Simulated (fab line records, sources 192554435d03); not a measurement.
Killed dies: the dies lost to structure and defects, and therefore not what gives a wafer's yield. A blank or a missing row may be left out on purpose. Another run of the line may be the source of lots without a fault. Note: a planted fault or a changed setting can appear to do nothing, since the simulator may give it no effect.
Matching of chambers + flow n5_finfet + N5_BEOL_M0_TRENCH_ETCH_107 on rie_diel-03: 4 sister chambers
The step etches SiOC in C4F6/O2, target depth 32.8 nm, time 16.4 s. 16 wafers are shown with their chamber, then 8 later ones without.

== EACH WAFER AND ITS CHAMBER ==
| wafer  | chamber | drypump_motor_current_A (A) | showerhead_plenum_p_Torr (Torr) | rf_vpp_V (V) |
|--------|---------|-----------------------------|---------------------------------|--------------|
| L077.2 | 0       | 5.52                        | 2.82                            | 640          |
| L077.3 | 3       | 5.64                        | 2.76                            | 650          |
| L077.5 | 0       | 5.53                        | 2.82                            | 638          |
| L076.2 | 3       | 5.66                        | 2.76                            | 650          |
| L076.4 | 1       | 5.78                        | 2.76                            | 634          |
| L076.6 | 2       | 5.97                        | 2.95                            | 663          |
| L083.2 | 1       | 5.78                        | 2.76                            | 633          |
| L083.3 | 3       | 5.66                        | 2.75                            | 652          |
| L083.6 | 1       | 5.76                        | 2.76                            | 633          |
| L087.1 | 2       | 5.97                        | 2.94                            | 665          |
| L087.2 | 0       | 5.52                        | 2.81                            | 638          |
| L087.6 | 3       | 5.68                        | 2.75                            | 651          |
| L088.2 | 3       | 5.63                        | 2.75                            | 651          |
| L088.5 | 2       | 5.96                        | 2.94                            | 665          |
| L088.6 | 1       | 5.78                        | 2.75                            | 634          |
| L089.1 | 3       | 5.65                        | 2.75                            | 651          |

SIGNATURES (averages over the wafers above)
| reading                  | chamber 0 | chamber 1 | chamber 2 | chamber 3 | scatter within a chamber |
|--------------------------|-----------|-----------|-----------|-----------|--------------------------|
| drypump_motor_current_A  | 5.5233    | 5.7750    | 5.9667    | 5.6533    | 0.0128                   |
| showerhead_plenum_p_Torr | 2.8167    | 2.7575    | 2.9433    | 2.7533    | 0.00534                  |
| rf_vpp_V                 | 638.67    | 633.50    | 664.33    | 650.83    | 0.874                    |
Rule: distance of a wafer from a chamber = root of the sum over the readings of ((wafer's reading minus chamber's mean) / reading's scatter) squared. The wafer belongs to the nearest chamber; if the next one is less than 2 further off, it can't be placed. How the scatter is found: for the shown wafers, subtract from each reading the mean of its chamber, square and add these, divide the total by (wafers less chambers), then take the root.

== WAFERS WITH NO CHAMBER GIVEN ==
| wafer  | drypump_motor_current_A (A) | showerhead_plenum_p_Torr (Torr) | rf_vpp_V (V) |
|--------|-----------------------------|---------------------------------|--------------|
| L089.2 | 5.53                        | 2.81                            | 639          |
| L089.4 | 5.76                        | 2.75                            | 633          |
| L094.2 | 5.75                        | 2.75                            | 633          |
| L094.3 | 5.53                        | 2.80                            | 638          |
| L094.4 | 5.55                        | 2.80                            | 639          |
| L096.1 | 5.76                        | 2.75                            | 634          |
| L096.2 | 5.53                        | 2.80                            | 639          |
| L096.5 | 5.65                        | 2.74                            | 650          |

== CHAMBER TAKEN BY EACH ==
| wafer  | from the rows above | in truth |
|--------|---------------------|----------|
| L089.2 | 0                   | 0        |
| L089.4 | 1                   | 1        |
| L094.2 | 1                   | 1        |
| L094.3 | 0                   | 0        |
| L094.4 | 0                   | 0        |
| L096.1 | 1                   | 1        |
| L096.2 | 0                   | 0        |
| L096.5 | 3                   | 3        |
Correct placement for 8 of the 8. Can't be placed from these rows: 0. 0 placed wrongly.
